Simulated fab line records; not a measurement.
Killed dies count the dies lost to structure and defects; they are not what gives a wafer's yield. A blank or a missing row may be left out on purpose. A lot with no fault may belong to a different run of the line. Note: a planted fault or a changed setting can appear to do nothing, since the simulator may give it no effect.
fab line records	flow n5_finfet	part 1 of 2: steps 1 to 14 of 26
[record] lots = 5	wafers = 15	last_day = 16
route steps=1938 shown GATE_CUT@493 MOL_CONTACT_COAG@517
lots with no fault: from the same line, run without faults
start_h: hours from the record's first day to the start of the lot's first wafer shown	wait_h: hours elapsed since this lot's preceding step	" unchanged from the row above	L1.1+2: a single row standing in for several wafers	- either no value or no given start	* or withheld: withheld	< > ~ a bound
route shown NAME@n: a module of which the file shows steps, and the number in the route of the first	usual: mean/standard deviation taken from wafers without a fault	same: alike in all rows	chamber/n: place in a boat	sites: each site's reading	_std_site: the standard deviation of these	_edge_site: mean of outer sites minus mean of inner sites	radius_mm: for every site, how far away it sits from the centre of the wafer	mask NAME#n: copy n	behind: the tool/chamber that last shaped the wafer	hold: cause of the lot's hold/its duration in hours/its outcome	device: names the non-switching transistor (n, p or np)	end of line: the same wafers' tests at the end of the route	where a step has no rows: the recipe by itself	killed: the dies lost at the first sort to structure and to defects; this is not the yield of the wafer	map: the dies of a wafer, with x for killed, . for not killed, _ for no die there
set.NAME: the run value of the setting; set.NAME@STEP: its run value at that earlier step	model.NAME: the simulator's own value behind a step, which no gauge read
lots at some steps of the route; a table a step, a row a wafer
services: from which hour (start_h, from the record's first day; less than 0 if before it) a tool's chamber was out of use, for how many hours, and why
[[steps]]
[step N5_GATE_CUT_ETCH_37]
[recipe] chemistry = N2/H2	target = SOC	target_depth_a = 600	overetch_a = 120	mask_material = SiARC	temp_c = 40	time_s = 90	ion_energy_ev = 200	pressure_mtorr = 30	source_w = 840	bias_w = 150	n2_flow_sccm = 200	h2_flow_sccm = 200
[usual] drypump_motor_current_A = 5.8/0.57	oes_product_au = 0.68/0.049	rf_fwd_power_W = 833.5/2.9	rf_vpp_V = 524.2/2.4	showerhead_plenum_p_Torr = 2.56/0.079	throttle_valve_pct = 17.98/0.24
lot.wafer	tool	chamber	start_h	wait_h	drypump_motor_current_A	oes_product_au	rf_fwd_power_W	rf_hours_counter_h	rf_vpp_V	showerhead_plenum_p_Torr	throttle_valve_pct
L076.3	rie_diel-03	2	97.07	0.0	4.7	0.70	833.3	127	528.0	2.66	18.09
L076.4	"	1	"	"	6.1	0.67	831.6	169	524.3	2.65	17.99
L076.5	"	1	"	"	6.1	0.68	834.1	-	525.5	2.65	17.96
L077.3	rie_diel-01	3	108.10	0.0	6.2	0.68	830.4	153	526.4	2.66	17.73
L077.4	"	1	"	"	6.2	0.66	834.1	169	519.6	2.45	18.13
L077.5	"	2	"	"	5.7	0.70	835.4	-	524.9	2.65	17.94
L086.2	rie_diel-01	3	158.47	0.0	6.2	0.66	835.2	166	527.2	2.66	17.73
L086.4	"	2	"	"	5.7	0.69	833.3	157	526.9	2.64	17.98
L086.6	"	3	"	"	6.2	0.67	831.6	-	525.2	2.66	17.74
L087.1	rie_diel-04	2	162.34	0.0	5.2	0.63	839.0	247	521.8	2.52	18.13
L087.3	"	3	"	"	6.0	0.67	834.5	163	523.2	2.54	18.02
L087.4	"	1	"	"	6.2	0.71	831.0	114	521.4	2.47	18.38
L091.2	rie_diel-04	1	184.85	0.0	6.1	0.70	834.0	121	521.1	2.47	18.37
L091.3	"	3	"	"	5.9	0.66	835.9	170	523.2	2.54	18.05
L091.5	"	0	"	"	5.9	0.62	834.3	-	525.6	2.63	17.71
[step N5_GATE_CUT_STRIP_38]
[recipe] chemistry = N2/H2	temp_c = 40	n2_flow_sccm = 200	h2_flow_sccm = 200	rf_frequency_hz = 6e+07
lot.wafer	tool	chamber	start_h	wait_h
L076.3+4+5	rie_diel-03	2,1,1	97.13	0.0
L077.3+4+5	rie_diel-01	3,1,2	108.16	0.0
L086.2+4+6	rie_diel-01	3,2,3	158.53	0.0
L087.1+3+4	rie_diel-04	2,3,1	162.40	0.0
L091.2+3+5	rie_diel-04	1,3,0	184.91	0.0
[step N5_GATE_CUT_STRIP_39]
[recipe] chemistry = N2/H2	temp_c = 40	n2_flow_sccm = 200	h2_flow_sccm = 200	rf_frequency_hz = 6e+07
lot.wafer	tool	chamber	start_h	wait_h
L076.3+4+5	rie_diel-03	2,1,1	97.14	0.0
L077.3+4+5	rie_diel-01	3,1,2	108.17	0.0
L086.2+4+6	rie_diel-01	3,2,3	158.54	0.0
L087.1+3+4	rie_diel-04	2,3,1	162.41	0.0
L091.2+3+5	rie_diel-04	1,3,0	184.92	0.0
[step N5_GATE_CUT_HM_OPEN_40]
[recipe] chemistry = C4F6/O2	target = SiO2	mask_material = SiARC	target_depth_a = 1390	time_s = 85.1	ion_energy_ev = 250	pressure_mtorr = 30	source_w = 345	bias_w = 185	Ar_flow_sccm = 300	C4F6_flow_sccm = 10	O2_flow_sccm = 10	ends = cleared
[usual] drypump_motor_current_A = 5.8/0.57	etch_rf_on_time_s = 93.5/2.3	oes_o_777_au = 0.77/0.068	oes_product_au = 0.69/0.056	rf_fwd_power_W = 342.0/1.2	rf_vpp_V = 669/10	showerhead_plenum_p_Torr = 2.87/0.09	throttle_valve_pct = 21.09/0.22
lot.wafer	tool	chamber	start_h	wait_h	drypump_motor_current_A	etch_rf_on_time_s	oes_o_777_au	oes_product_au	rf_fwd_power_W	rf_hours_counter_h	rf_vpp_V	showerhead_plenum_p_Torr	throttle_valve_pct
L076.3	rie_diel-03	2	97.15	0.0	4.7	95.1	0.76	0.69	341.1	127	670	2.98	21.32
L076.4	"	1	"	"	6.1	99.2	0.74	0.66	340.8	169	686	2.95	21.05
L076.5	"	1	"	"	6.1	96.3	0.75	0.66	341.1	-	687	2.95	21.04
L077.3	rie_diel-01	3	108.18	0.0	6.2	90.9	0.80	0.69	342.3	153	667	2.97	20.71
L077.4	"	1	"	"	6.3	96.6	0.70	0.66	340.4	169	672	2.73	21.13
L077.5	"	2	"	"	5.7	96.4	0.78	0.70	342.9	-	650	2.98	21.18
L086.2	rie_diel-01	3	158.55	0.0	6.2	89.4	0.79	0.68	340.4	166	665	2.96	20.72
L086.4	"	2	"	"	5.7	94.9	0.77	0.69	342.6	157	651	2.97	21.18
L086.6	"	3	"	"	6.2	89.8	0.78	0.69	341.8	-	667	2.96	20.73
L087.1	rie_diel-04	2	162.42	0.0	5.2	93.6	0.70	0.63	343.5	247	667	2.82	21.19
L087.3	"	3	"	"	5.9	94.5	0.71	0.66	341.3	163	679	2.85	21.14
L087.4	"	1	"	"	6.1	95.2	0.79	0.71	343.0	114	670	2.74	21.20
L091.2	rie_diel-04	1	184.93	0.0	6.1	91.9	0.78	0.71	341.5	121	668	2.74	21.22
L091.3	"	3	"	"	6.0	91.1	0.70	0.66	342.5	170	680	2.84	21.16
L091.5	"	0	"	"	5.9	93.2	0.67	0.62	340.5	-	680	2.95	20.90
[step N5_GATE_CUT_STRIP_41]
[recipe] chemistry = CF4	resist = SiARC	power_w = 300	bias_power_w = 75	pressure_mtorr = 50	cf4_flow_sccm = 150	rf_frequency_hz = 6e+07
[usual] drypump_motor_current_A = 5.8/0.57	oes_product_au = 0.176/0.013	rf_fwd_power_W = 293.8/1.5	rf_vpp_V = 271.4/1.3	showerhead_plenum_p_Torr = 1.80/0.052	throttle_valve_pct = 13.67/0.2
lot.wafer	tool	chamber	start_h	wait_h	drypump_motor_current_A	oes_product_au	rf_fwd_power_W	rf_hours_counter_h	rf_vpp_V	showerhead_plenum_p_Torr	throttle_valve_pct
L076.3	rie_diel-03	2	97.22	0.0	4.7	0.182	292.8	127	272.8	1.87	13.88
L076.4	"	1	"	"	6.1	0.180	293.0	169	274.2	1.85	13.70
L076.5	"	1	"	"	6.1	0.171	292.0	-	272.4	1.85	13.74
L077.3	rie_diel-01	3	108.24	0.0	6.2	0.174	292.7	153	273.3	1.87	13.39
L077.4	"	1	"	"	6.2	0.169	294.9	169	269.6	1.73	13.78
L077.5	"	2	"	"	5.7	0.183	295.7	-	271.5	1.85	13.65
L086.2	rie_diel-01	3	158.61	0.0	6.2	0.166	291.9	166	272.1	1.87	13.42
L086.4	"	2	"	"	5.7	0.174	294.7	157	273.0	1.85	13.69
L086.6	"	3	"	"	6.2	0.172	292.4	-	273.2	1.87	13.42
L087.1	rie_diel-04	2	162.49	0.0	5.2	0.159	293.4	247	270.5	1.77	13.84
L087.3	"	3	"	"	5.9	0.174	292.6	163	270.6	1.77	13.66
L087.4	"	1	"	"	6.1	0.185	293.0	114	269.7	1.73	13.84
L091.2	rie_diel-04	1	184.99	0.0	6.1	0.183	293.3	121	270.5	1.73	13.85
L091.3	"	3	"	"	6.0	0.170	294.5	170	271.5	1.77	13.68
L091.5	"	0	"	"	5.9	0.159	291.2	-	272.5	1.83	13.48
[step N5_GATE_CUT_STRIP_42]
[recipe] chemistry = O2	power_w = 400	temp_c = 40	pressure_mtorr = 30	rf_frequency_hz = 6e+07	bias_power_w = 0	overash_fraction = 0.3	o2_flow_sccm = 225
[usual] drypump_motor_current_A = 5.8/0.57	oes_product_au = 0.77/0.059	rf_vpp_V = 3.6/0.49	showerhead_plenum_p_Torr = 2.11/0.071	throttle_valve_pct = 16.80/0.2
lot.wafer	tool	chamber	start_h	wait_h	drypump_motor_current_A	oes_product_au	rf_hours_counter_h	rf_vpp_V	showerhead_plenum_p_Torr	throttle_valve_pct
L076.3	rie_diel-03	2	97.24	0.0	4.7	0.79	127	4.1	2.20	17.05
L076.4	"	1	"	"	6.1	0.74	169	4.0	2.19	16.88
L076.5	"	1	"	"	6.1	0.75	-	2.5	2.19	16.89
L077.3	rie_diel-01	3	108.26	0.0	6.2	0.75	153	3.7	2.19	16.47
L077.4	"	1	"	"	6.3	0.72	169	3.6	1.99	16.79
L077.5	"	2	"	"	5.7	0.78	-	3.2	2.17	16.72
L086.2	rie_diel-01	3	158.63	0.0	6.2	0.75	166	3.5	2.19	16.50
L086.4	"	2	"	"	5.7	0.76	157	3.1	2.16	16.75
L086.6	"	3	"	"	6.2	0.75	-	3.8	2.19	16.52
L087.1	rie_diel-04	2	162.51	0.0	5.2	0.70	247	3.3	2.06	16.86
L087.3	"	3	"	"	5.9	0.75	163	2.8	2.08	16.76
L087.4	"	1	"	"	6.1	0.79	114	4.6	2.02	16.94
L091.2	rie_diel-04	1	185.01	0.0	6.1	0.79	121	2.2	2.01	16.93
L091.3	"	3	"	"	5.9	0.75	170	3.1	2.07	16.79
L091.5	"	0	"	"	5.9	0.70	-	3.9	2.16	16.56
[step N5_GATE_CUT_ETCH_19]
[recipe] chemistry = CH3F/O2	target = SiNx	mask_material = SiO2	target_depth_a = 537	time_s = 76.7	pressure_mtorr = 30	source_w = 395	bias_w = 73	Ar_flow_sccm = 150	CH3F_flow_sccm = 30	O2_flow_sccm = 20	ion_energy_ev = 120	ends = cleared
[usual] drypump_motor_current_A = 5.8/0.57	etch_rf_on_time_s = 77.0/1.6	oes_o_777_au = 0.77/0.068	oes_product_au = 0.65/0.052	rf_fwd_power_W = 390.8/1.4	rf_vpp_V = 299/4.4	showerhead_plenum_p_Torr = 2.02/0.066	throttle_valve_pct = 16.49/0.21
lot.wafer	tool	chamber	start_h	wait_h	drypump_motor_current_A	etch_rf_on_time_s	oes_o_777_au	oes_product_au	rf_fwd_power_W	rf_hours_counter_h	rf_vpp_V	showerhead_plenum_p_Torr	throttle_valve_pct
L076.3	rie_diel-03	2	97.28	0.0	4.7	78.5	0.77	0.66	392.8	127	298	2.10	16.71
L076.4	"	1	"	"	6.1	78.2	0.74	0.63	391.3	169	307	2.08	16.50
L076.5	"	1	"	"	6.1	78.3	0.74	0.63	389.8	-	307	2.08	16.51
L077.3	rie_diel-01	3	108.30	0.0	6.2	74.5	0.81	0.66	390.8	153	298	2.09	16.11
L077.4	"	1	"	"	6.2	77.3	0.71	0.62	391.5	170	299	1.91	16.52
L077.5	"	2	"	"	5.7	77.6	0.79	0.66	392.9	-	294	2.09	16.52
L086.2	rie_diel-01	3	158.67	0.0	6.2	73.5	0.79	0.65	391.7	166	298	2.08	16.14
L086.4	"	2	"	"	5.7	78.3	0.78	0.66	389.9	157	291	2.09	16.55
L086.6	"	3	"	"	6.2	74.6	0.80	0.65	389.5	-	299	2.08	16.14
L087.1	rie_diel-04	2	162.55	0.0	5.2	77.2	0.70	0.60	391.5	247	299	1.98	16.63
L087.3	"	3	"	"	6.0	77.2	0.72	0.63	391.6	163	304	2.00	16.53
L087.4	"	1	"	"	6.1	77.2	0.79	0.68	390.3	114	297	1.92	16.61
L091.2	rie_diel-04	1	185.05	0.0	6.1	77.6	0.77	0.67	389.8	121	300	1.92	16.63
L091.3	"	3	"	"	5.9	76.1	0.71	0.63	391.2	170	302	2.00	16.56
L091.5	"	0	"	"	5.9	76.3	0.67	0.59	389.3	-	303	2.08	16.35
[step N5_GATE_CUT_CUT_ETCH_53]
[recipe] chemistry = SF6/Cl2	target = W	mask_material = SiO2	target_depth_a = 792	pressure_mtorr = 8	icp_w = 900	bias_w = 80	SF6_flow_sccm = 40	Cl2_flow_sccm = 60	ends = cleared
[usual] SF6_flow_sccm = 40.01/0.11	drypump_motor_current_A = 5.65/0.29	etch_rf_on_time_s = 26.4/0.34	oes_product_au = 0.60/0.039	rf_fwd_power_W = 877.9/2.5	throttle_valve_pct = 29.09/0.19
lot.wafer	tool	chamber	start_h	wait_h	SF6_flow_sccm	drypump_motor_current_A	etch_rf_on_time_s	oes_product_au	rf_fwd_power_W	rf_hours_counter_h	throttle_valve_pct
L076.3	rie_metal-02	0	97.41	0.1	39.87	5.66	26.8	0.58	874.5	-	29.25
L076.4	"	1	"	"	39.94	5.23	26.5	0.63	879.2	-	29.25
L076.5	"	1	"	"	39.97	5.25	26.6	0.63	880.8	-	29.24
L077.3	rie_metal-03	0	108.43	0.1	39.76	6.36	26.5	0.65	877.3	-	28.96
L077.4	"	1	"	"	40.01	5.97	25.9	0.72	875.7	-	28.92
L077.5	"	0	"	"	40.03	6.40	26.3	0.64	879.1	-	28.96
L086.2	rie_metal-02	0	158.78	0.1	40.00	5.64	26.6	0.58	880.9	103	29.26
L086.4	"	0	"	"	40.00	5.64	26.7	0.57	878.4	-	29.24
L086.6	"	0	"	"	40.26	5.64	26.7	0.58	875.7	-	29.24
L087.1	rie_metal-03	1	162.65	0.1	39.99	5.97	25.5	0.71	878.2	41	28.94
L087.3	"	0	"	"	39.92	6.37	26.3	0.64	880.2	-	28.99
L087.4	"	1	"	"	40.08	5.98	25.5	0.70	884.4	-	28.94
L091.2	rie_metal-02	0	185.16	0.1	40.12	5.62	26.9	0.57	875.3	105	29.24
L091.3	"	1	"	"	39.93	5.25	26.4	0.62	882.2	-	29.28
L091.5	"	0	"	"	40.14	5.63	27.0	0.57	877.5	-	29.25
[step N5_GATE_CUT_CUT_ETCH_54]
[recipe] chemistry = Cl2/BCl3	target = TiN	mask_material = SiO2	target_depth_a = 967	pressure_mtorr = 10	icp_w = 1000	bias_w = 126	Cl2_flow_sccm = 53.25	bcl3_flow_sccm = 21.75	Ar_flow_sccm = 25	ends = cleared
[usual] drypump_motor_current_A = 5.64/0.3	etch_rf_on_time_s = 36.8/0.51	oes_product_au = 0.60/0.04	rf_fwd_power_W = 978/3.7	throttle_valve_pct = 22.42/0.15
lot.wafer	tool	chamber	start_h	wait_h	drypump_motor_current_A	etch_rf_on_time_s	oes_product_au	rf_fwd_power_W	rf_hours_counter_h	throttle_valve_pct
L076.3	rie_metal-02	0	97.47	0.0	5.63	36.7	0.59	980	-	22.53
L076.4	"	1	"	"	5.26	36.6	0.63	980	-	22.50
L076.5	"	1	"	"	5.25	36.7	0.64	985	-	22.49
L077.3	rie_metal-03	0	108.49	0.0	6.40	37.1	0.64	975	-	22.33
L077.4	"	1	"	"	5.98	36.0	0.72	979	-	22.17
L077.5	"	0	"	"	6.42	37.0	0.64	972	-	22.32
L086.2	rie_metal-02	0	158.84	0.0	5.62	37.2	0.58	977	103	22.56
L086.4	"	0	"	"	5.63	36.9	0.58	979	-	22.56
L086.6	"	0	"	"	5.63	37.1	0.58	978	-	22.54
L087.1	rie_metal-03	1	162.71	0.0	6.02	35.8	0.70	981	41	22.19
L087.3	"	0	"	"	6.40	36.6	0.64	971	-	22.33
L087.4	"	1	"	"	6.01	35.8	0.70	983	-	22.18
L091.2	rie_metal-02	0	185.22	0.0	5.67	37.2	0.58	976	105	22.57
L091.3	"	1	"	"	5.25	36.9	0.62	986	-	22.52
L091.5	"	0	"	"	5.65	37.3	0.57	974	-	22.55
[step N5_GATE_CUT_CUT_ETCH_55]
[recipe] chemistry = BCl3	target = HfO2	mask_material = SiO2	target_depth_a = 32	ion_energy_ev = 30	pressure_mtorr = 5	icp_w = 450	bias_w = 18	bcl3_flow_sccm = 80
[usual] drypump_motor_current_A = 5.64/0.29	oes_product_au = 0.67/0.042	rf_fwd_power_W = 440.1/1.8	throttle_valve_pct = 33.29/0.28
lot.wafer	tool	chamber	start_h	wait_h	drypump_motor_current_A	oes_product_au	rf_fwd_power_W	rf_hours_counter_h	throttle_valve_pct
L076.3	rie_metal-02	0	97.52	0.0	5.64	0.65	441.1	-	33.05
L076.4	"	1	"	"	5.27	0.71	439.0	-	33.80
L076.5	"	1	"	"	5.27	0.70	441.6	-	33.79
L077.3	rie_metal-03	0	108.54	0.0	6.37	0.71	439.4	-	32.94
L077.4	"	1	"	"	5.97	0.79	443.8	-	33.19
L077.5	"	0	"	"	6.36	0.71	438.4	-	32.94
L086.2	rie_metal-02	0	158.90	0.0	5.63	0.64	439.2	103	33.06
L086.4	"	0	"	"	5.65	0.64	441.5	-	33.04
L086.6	"	0	"	"	5.65	0.64	440.7	-	33.07
L087.1	rie_metal-03	1	162.77	0.0	5.97	0.77	444.3	41	33.17
L087.3	"	0	"	"	6.37	0.68	438.4	-	32.95
L087.4	"	1	"	"	5.98	0.76	442.3	-	33.19
L091.2	rie_metal-02	0	185.28	0.0	5.65	0.64	438.9	105	33.07
L091.3	"	1	"	"	5.26	0.69	441.6	-	33.81
L091.5	"	0	"	"	5.65	0.64	440.6	-	33.06
[step N5_GATE_CUT_ETCH_47]
[recipe] chemistry = Cl2/BCl3	target = SiO2	target_depth_a = 100	pressure_mtorr = 10	icp_w = 1000	bias_w = 126	Cl2_flow_sccm = 53.25	bcl3_flow_sccm = 21.75	Ar_flow_sccm = 25
[usual] drypump_motor_current_A = 5.65/0.3	oes_product_au = 0.67/0.042	rf_fwd_power_W = 978/3.7	throttle_valve_pct = 22.95/0.14
lot.wafer	tool	chamber	start_h	wait_h	drypump_motor_current_A	oes_product_au	rf_fwd_power_W	rf_hours_counter_h	throttle_valve_pct
L076.3	rie_metal-02	0	97.55	0.0	5.63	0.65	979	-	23.07
L076.4	"	1	"	"	5.24	0.70	978	-	23.03
L076.5	"	1	"	"	5.25	0.70	977	-	23.04
L077.3	rie_metal-03	0	108.57	0.0	6.39	0.71	973	-	22.85
L077.4	"	1	"	"	5.98	0.79	979	-	22.72
L077.5	"	0	"	"	6.39	0.71	973	-	22.85
L086.2	rie_metal-02	0	158.93	0.0	5.64	0.64	973	103	23.08
L086.4	"	0	"	"	5.66	0.64	972	-	23.08
L086.6	"	0	"	"	5.64	0.64	977	-	23.08
L087.1	rie_metal-03	1	162.80	0.0	5.99	0.78	981	41	22.73
L087.3	"	0	"	"	6.37	0.69	975	-	22.88
L087.4	"	1	"	"	6.01	0.78	983	-	22.75
L091.2	rie_metal-02	0	185.31	0.0	5.64	0.64	977	105	23.08
L091.3	"	1	"	"	5.26	0.69	986	-	23.03
L091.5	"	0	"	"	5.63	0.64	980	-	23.09
[step N5_GATE_CUT_VAPOR_ETCH_48]
[recipe] chemistry = BCl3/Cl2	target = TiN	mode = isotropic
[usual] drypump_motor_current_A = 5.65/0.3	oes_product_au = 0.67/0.042
lot.wafer	tool	chamber	start_h	wait_h	drypump_motor_current_A	oes_product_au
L076.3	rie_metal-02	0	97.58	0.0	5.65	0.65
L076.4	"	1	"	"	5.26	0.71
L076.5	"	1	"	"	5.26	0.70
L077.3	rie_metal-03	0	108.60	0.0	6.39	0.71
L077.4	"	1	"	"	5.99	0.80
L077.5	"	0	"	"	6.39	0.71
L086.2	rie_metal-02	0	158.96	0.0	5.64	0.63
L086.4	"	0	"	"	5.64	0.63
L086.6	"	0	"	"	5.63	0.64
L087.1	rie_metal-03	1	162.83	0.0	5.98	0.78
L087.3	"	0	"	"	6.37	0.70
L087.4	"	1	"	"	5.97	0.78
L091.2	rie_metal-02	0	185.34	0.0	5.64	0.63
L091.3	"	1	"	"	5.26	0.68
L091.5	"	0	"	"	5.61	0.63
[step N5_GATE_CUT_VAPOR_ETCH_49]
[recipe] chemistry = BCl3/Cl2	target = TiAlC	mode = isotropic
[usual] drypump_motor_current_A = 5.64/0.3	oes_product_au = 0.67/0.042
lot.wafer	tool	chamber	start_h	wait_h	drypump_motor_current_A	oes_product_au
L076.3	rie_metal-02	0	97.61	0.0	5.64	0.65
L076.4	"	1	"	"	5.24	0.70
L076.5	"	1	"	"	5.26	0.70
L077.3	rie_metal-03	0	108.63	0.0	6.39	0.71
L077.4	"	1	"	"	5.96	0.80
L077.5	"	0	"	"	6.38	0.71
L086.2	rie_metal-02	0	158.99	0.0	5.66	0.64
L086.4	"	0	"	"	5.65	0.64
L086.6	"	0	"	"	5.62	0.64
L087.1	rie_metal-03	1	162.86	0.0	5.99	0.77
L087.3	"	0	"	"	6.35	0.70
L087.4	"	1	"	"	6.00	0.78
L091.2	rie_metal-02	0	185.37	0.0	5.64	0.63
L091.3	"	1	"	"	5.24	0.69
L091.5	"	0	"	"	5.62	0.64
[step N5_GATE_CUT_VAPOR_ETCH_51]
[recipe] chemistry = BCl3/Cl2	target = HfO2	mode = isotropic
[usual] drypump_motor_current_A = 5.64/0.3	oes_product_au = 0.67/0.042
lot.wafer	tool	chamber	start_h	wait_h	drypump_motor_current_A	oes_product_au
L076.3	rie_metal-02	0	97.64	0.0	5.65	0.65
L076.4	"	1	"	"	5.27	0.70
L076.5	"	1	"	"	5.24	0.70
L077.3	rie_metal-03	0	108.66	0.0	6.38	0.71
L077.4	"	1	"	"	5.95	0.79
L077.5	"	0	"	"	6.36	0.70
L086.2	rie_metal-02	0	159.02	0.0	5.62	0.64
L086.4	"	0	"	"	5.62	0.64
L086.6	"	0	"	"	5.63	0.64
L087.1	rie_metal-03	1	162.89	0.0	5.98	0.78
L087.3	"	0	"	"	6.39	0.70
L087.4	"	1	"	"	5.99	0.78
L091.2	rie_metal-02	0	185.40	0.0	5.64	0.64
L091.3	"	1	"	"	5.24	0.69
L091.5	"	0	"	"	5.66	0.64
